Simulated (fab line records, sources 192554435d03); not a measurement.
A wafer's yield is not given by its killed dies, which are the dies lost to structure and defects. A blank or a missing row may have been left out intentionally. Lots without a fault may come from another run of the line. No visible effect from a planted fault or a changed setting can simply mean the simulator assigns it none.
fab line records -- flow n5-finfet -- part 2 of 2: steps 27 to 37 of 37
[record] lots = 5, wafers = 15, last-day = 19
route steps=1938 shown WELL_APT@20
lots with no fault: from the same line, run without faults
start-h: the number of hours between the record's first day and the start of the first shown wafer of the lot -- wait-h: time in hours since the lot's previous step -- " identical to the entry in the row above -- L1.1+2: a single row standing in for several wafers -- - value missing, or start not given -- * or withheld: withheld -- < > ~ a bound
route shown NAME@n: NAME is a module with steps in the file, n the number in the route of the first one -- usual: average and standard deviation across the fault-free wafers -- same: alike in all rows -- chamber/n: place in a boat -- sites: the reading at each site -- _std_site: the standard deviation of these -- _edge_site: outer sites' mean less inner sites' -- radius-mm: for every site, how far away it sits from the centre of the wafer -- mask NAME#n: copy n -- behind: the last tool/chamber to shape the wafer -- hold: reason for holding the lot/hours on hold/outcome of the hold -- device: which transistor (n, p or np) failed to switch -- end of line: the same wafers' tests at the end of the route -- for a step that has no rows: nothing shown but its recipe -- killed: dies that structure and defects cost at the first sort, which is not the same as the wafer's yield -- map: per-die view of a wafer (x killed, . not killed, _ where there is no die)
set.NAME: setting as actually run; set.NAME@STEP: the setting as run at that earlier step -- model.NAME: the simulator's own value behind a step, which no gauge read
lots at selected steps of the route; one table per step, one row per wafer
services: when a tool's chamber went out of use (start-h, in hours from the record's first day, below 0 if earlier), for how many hours, and the reason
[[steps]]
[step N5_WELL_APT_DESCUM_30]
[recipe] chemistry = O2, time-s = 7.9, source-power-w = 50, bias-power-w = 20, pressure-mtorr = 20, rf-frequency-hz = 2.712e+07, temp-c = 40, o2-flow-sccm = 225
[usual] drypump-motor-current-A = 5.6/0.5, o2-flow-sccm = 224.9/0.69, oes-product-au = 0.77/0.078, rf-fwd-power-W = 49.73/0.17, rf-vpp-V = 243.7/1.1, showerhead-plenum-p-Torr = 2.13/0.061, throttle-valve-pct = 20.4/0.33
lot.wafer,tool,chamber,start-h,wait-h,drypump-motor-current-A,o2-flow-sccm,oes-product-au,rf-fwd-power-W,rf-hours-counter-h,rf-vpp-V,showerhead-plenum-p-Torr,throttle-valve-pct
L076.1,rie-diel-06,0,27.60,0.0,5.3,225.5,0.80,49.89,125,244.2,2.16,20.3
L076.2,rie-diel-06,2,27.60,0.0,5.5,224.0,0.72,49.63,213,244.1,2.17,20.6
L076.3,rie-diel-06,3,27.60,0.0,4.8,224.5,0.71,49.85,240,243.0,2.07,20.2
L079.2,rie-diel-05,0,45.15,0.2,6.3,225.7,0.85,49.40,74,241.7,2.00,20.0
L079.5,rie-diel-05,0,45.15,0.2,6.3,226.3,0.85,49.47,-,242.8,2.00,20.0
L079.6,rie-diel-05,1,45.15,0.2,4.9,225.7,0.74,49.73,-,242.7,2.10,20.1
L082.1,rie-diel-02,2,63.25,0.2,5.1,225.0,0.73,49.57,155,243.2,2.18,20.6
L082.4,rie-diel-02,1,63.25,0.2,5.7,225.3,0.80,49.65,93,242.2,2.14,20.8
L082.5,rie-diel-02,0,63.25,0.2,6.2,225.6,0.73,49.78,-,245.0,2.19,20.9
L093.2,rie-diel-05,0,129.62,0.0,6.3,223.4,0.81,49.85,100,242.2,1.99,20.0
L093.3,rie-diel-05,3,129.62,0.0,5.6,225.3,0.70,49.61,218,242.8,2.17,20.5
L093.4,rie-diel-05,2,129.62,0.0,5.9,224.4,0.86,50.05,39,241.1,2.05,20.2
L097.2,rie-diel-06,1,153.16,0.0,6.4,224.4,0.85,49.62,67,243.3,2.12,20.0
L097.3,rie-diel-06,3,153.16,0.0,4.8,225.4,0.91,49.92,24,243.2,2.05,19.9
L097.6,rie-diel-06,1,153.16,0.0,6.4,225.0,0.85,49.52,-,243.3,2.12,20.0
[step N5_WELL_APT_IMPLANT_31]
[recipe] species = B, energy-kev = 60, dose-cm2 = 1.5e+13, tilt-deg = 0, rotation-deg = 0
lot.wafer,tool,chamber,start-h,wait-h
L076.1+2+3,implanter-01,0,27.69,0.1
L079.2+5+6,implanter-02,0,45.28,0.1
L082.1+4+5,implanter-02,0,63.35,0.1
L093.2+3+4,implanter-02,0,129.75,0.1
L097.2+3+6,implanter-01,0,153.29,0.1
[step N5_WELL_APT_IMPLANT_32]
[recipe] species = BF2, energy-kev = 50, dose-cm2 = 2e+13, tilt-deg = 0, rotation-deg = 0
lot.wafer,tool,chamber,start-h,wait-h
L076.1+2+3,implanter-01,0,27.87,0.1
L079.2+5+6,implanter-02,0,45.46,0.1
L082.1+4+5,implanter-02,0,63.53,0.1
L093.2+3+4,implanter-02,0,129.93,0.1
L097.2+3+6,implanter-01,0,153.47,0.1
[step N5_WELL_APT_STRIP_33]
[recipe] chemistry = SPM, time-s = 900, temp-c = 130, h2so4-h2o2-vol-ratio = 4, dry = ipa-marangoni
lot.wafer,tool,chamber,start-h,wait-h
L076.1+2+3,wet-bench-02,"6,0,7",28.08,0.2
L079.2+5+6,wet-bench-06,"1,6,4",45.64,0.1
L082.1+4+5,wet-bench-02,"7,3,1",63.74,0.2
L093.2+3+4,wet-bench-02,"0,2,7",130.11,0.1
L097.2+3+6,wet-bench-04,"5,0,2",153.67,0.2
[step N5_WELL_APT_RTA_34]
[recipe] temp-c = 1000, time-s = 10, ambient = N2, idle-temp-c = 600, ramp-up-c-per-s = 150, ramp-down-c-per-s = 60, cool-to-c = 600
[usual] anneal-temp-c-max = 1003.4/0.73, lamp-power-pct = 13.01/0.052, wafer_temp_C_max = 1003.4/0.98
lot.wafer,tool,chamber,start-h,wait-h,anneal-temp-c-max,lamp-power-pct,wafer_temp_C_max
L076.1,rtp-anneal-02,0,28.36,0.0,1004.2,13.02,1002.9
L076.2,rtp-anneal-02,0,28.36,0.0,1002.8,13.02,1002.9
L076.3,rtp-anneal-02,0,28.36,0.0,1004.0,13.02,1004.3
L079.2,rtp-anneal-01,0,45.93,0.0,1002.8,12.95,1003.5
L079.5,rtp-anneal-01,0,45.93,0.0,1004.9,12.97,1002.9
L079.6,rtp-anneal-01,0,45.93,0.0,1002.7,13.05,1003.4
L082.1,rtp-anneal-01,0,64.01,0.0,1002.6,13.07,1003.3
L082.4,rtp-anneal-01,0,64.01,0.0,1003.2,13.02,1004.6
L082.5,rtp-anneal-01,0,64.01,0.0,1003.9,13.02,1002.5
L093.2,rtp-anneal-01,0,130.47,0.1,1003.7,12.99,1002.9
L093.3,rtp-anneal-01,0,130.47,0.1,1004.2,12.98,1003.9
L093.4,rtp-anneal-01,0,130.47,0.1,1003.2,13.03,1002.0
L097.2,rtp-anneal-01,0,153.96,0.0,1002.4,13.00,1002.2
L097.3,rtp-anneal-01,0,153.96,0.0,1002.6,13.01,1004.0
L097.6,rtp-anneal-01,0,153.96,0.0,1003.8,13.02,1003.9
[step N5_WELL_APT_OXIDE_STRIP_42]
[recipe] chemistry = dHF, dilution = 25:1, time-s = 45, temp-c = 25, target = SiO2, target-depth-a = 120
lot.wafer,tool,chamber,start-h,wait-h
L076.1+2+3,wet-bench-04,"6,3,1",28.50,0.1
L079.2+5+6,wet-bench-02,"6,4,7",46.06,0.1
L082.1+4+5,wet-bench-06,"5,4,7",64.16,0.1
L093.2+3+4,wet-bench-02,"7,5,2",130.59,0.1
L097.2+3+6,wet-bench-06,"4,3,5",154.09,0.1
[step N5_WELL_APT_PRECLEAN_36]
[recipe] chemistry = O3/DIW, time-s = 45, temp-c = 22, o3-ppm = 10
lot.wafer,tool,chamber,start-h,wait-h
L076.1+2+3,wet-bench-04,"6,3,1",28.52,0.0
L079.2+5+6,wet-bench-02,"6,4,7",46.07,0.0
L082.1+4+5,wet-bench-06,"5,4,7",64.17,0.0
L093.2+3+4,wet-bench-02,"7,5,2",130.61,0.0
L097.2+3+6,wet-bench-06,"4,3,5",154.10,0.0
[step N5_WELL_APT_PRECLEAN_39]
[recipe] chemistry = dHF, time-s = 60, dilution = 150:1, temp-c = 25
lot.wafer,tool,chamber,start-h,wait-h
L076.1+2+3,wet-bench-04,"6,3,1",28.53,0.0
L079.2+5+6,wet-bench-02,"6,4,7",46.09,0.0
L082.1+4+5,wet-bench-06,"5,4,7",64.18,0.0
L093.2+3+4,wet-bench-02,"7,5,2",130.62,0.0
L097.2+3+6,wet-bench-06,"4,3,5",154.11,0.0
[step N5_WELL_APT_SRD_37]
[recipe] dry = ipa-marangoni, do-ppb = 5, time-s = 30, temp-c = 23, rinse-liquid = diw
lot.wafer,tool,chamber,start-h,wait-h
L076.1+2+3,wet-bench-04,"6,3,1",28.55,0.0
L079.2+5+6,wet-bench-02,"6,4,7",46.10,0.0
L082.1+4+5,wet-bench-06,"5,4,7",64.20,0.0
L093.2+3+4,wet-bench-02,"7,5,2",130.63,0.0
L097.2+3+6,wet-bench-06,"4,3,5",154.13,0.0
[step N5_WELL_APT_EPI_41]
[recipe] material = Si, target-thk-a = 500, temp-c = 650, precursor = SiH4/H2, pressure-torr = 20, time-s = 297.7
[usual] throttle-valve-pct = 11.2/0.35
lot.wafer,tool,chamber,start-h,wait-h,throttle-valve-pct
L076.1,epi-rpcvd-03,0,28.60,0.0,10.9
L076.2,epi-rpcvd-03,0,28.60,0.0,10.7
L076.3,epi-rpcvd-03,0,28.60,0.0,10.9
L079.2,epi-rpcvd-03,0,46.25,0.1,11.2
L079.5,epi-rpcvd-03,0,46.25,0.1,10.9
L079.6,epi-rpcvd-03,0,46.25,0.1,10.9
L082.1,epi-rpcvd-03,0,64.25,0.0,10.9
L082.4,epi-rpcvd-03,0,64.25,0.0,11.2
L082.5,epi-rpcvd-03,0,64.25,0.0,10.9
L093.2,epi-rpcvd-03,0,130.78,0.1,10.7
L093.3,epi-rpcvd-03,0,130.78,0.1,11.1
L093.4,epi-rpcvd-03,0,130.78,0.1,11.1
L097.2,epi-rpcvd-01,0,154.31,0.2,11.1
L097.3,epi-rpcvd-01,0,154.31,0.2,11.1
L097.6,epi-rpcvd-01,0,154.31,0.2,11.0
[step N5_WELL_APT_INSPECT_38]
[recipe] inspect-instrument = darkfield, mode = post-epi
[usual] raw-defect-count = 14/5.3
lot.wafer,tool,chamber,start-h,wait-h,raw-defect-count
L076.1,defect-inspect-02,-,29.23,0.5,6
L076.2,defect-inspect-02,-,29.23,0.5,7
L076.3,defect-inspect-02,-,29.23,0.5,9
L079.2,defect-inspect-01,-,46.79,0.4,39
L079.5,defect-inspect-01,-,46.79,0.4,9
L079.6,defect-inspect-01,-,46.79,0.4,21
L082.1,defect-inspect-02,-,64.89,0.5,14
L082.4,defect-inspect-02,-,64.89,0.5,9
L082.5,defect-inspect-02,-,64.89,0.5,10
L093.2,defect-inspect-01,-,131.32,0.4,18
L093.3,defect-inspect-01,-,131.32,0.4,20
L093.4,defect-inspect-01,-,131.32,0.4,17
L097.2,defect-inspect-01,-,155.01,0.6,6
L097.3,defect-inspect-01,-,155.01,0.6,12
L097.6,defect-inspect-01,-,155.01,0.6,12
[[services]]
tool,chamber,start-h,hours,kind
rie-diel-05,-,5.20,0.2,repair
krf-scanner-02,-,11.82,1.0,pm
krf-scanner-02,-,23.55,3.6,pm
rie-diel-02,3,24.79,6.3,repair
rie-diel-05,3,39.99,7.1,repair
rie-diel-02,3,42.32,4.4,repair
rie-diel-06,-,46.53,2.8,pm
krf-scanner-02,-,47.28,1.3,pm
epi-rpcvd-01,-,48.05,27.2,pm
implanter-02,-,54.57,2.7,repair
krf-scanner-01,-,54.76,0.3,repair
krf-scanner-01,-,61.58,1.3,pm
krf-scanner-02,-,67.38,4.4,pm
krf-scanner-01,-,79.14,2.7,repair
rtp-anneal-01,-,83.50,4.2,pm
rie-diel-06,3,89.22,5.0,repair
krf-scanner-01,-,106.23,0.8,pm
krf-scanner-02,-,110.57,0.8,pm
krf-scanner-01,-,111.39,0.2,repair
epi-rpcvd-01,-,115.38,1.9,repair
krf-scanner-02,-,116.33,7.2,pm
rie-diel-05,1,121.32,1.8,repair
krf-scanner-02,-,136.64,1.2,repair
krf-scanner-02,-,142.58,4.0,pm
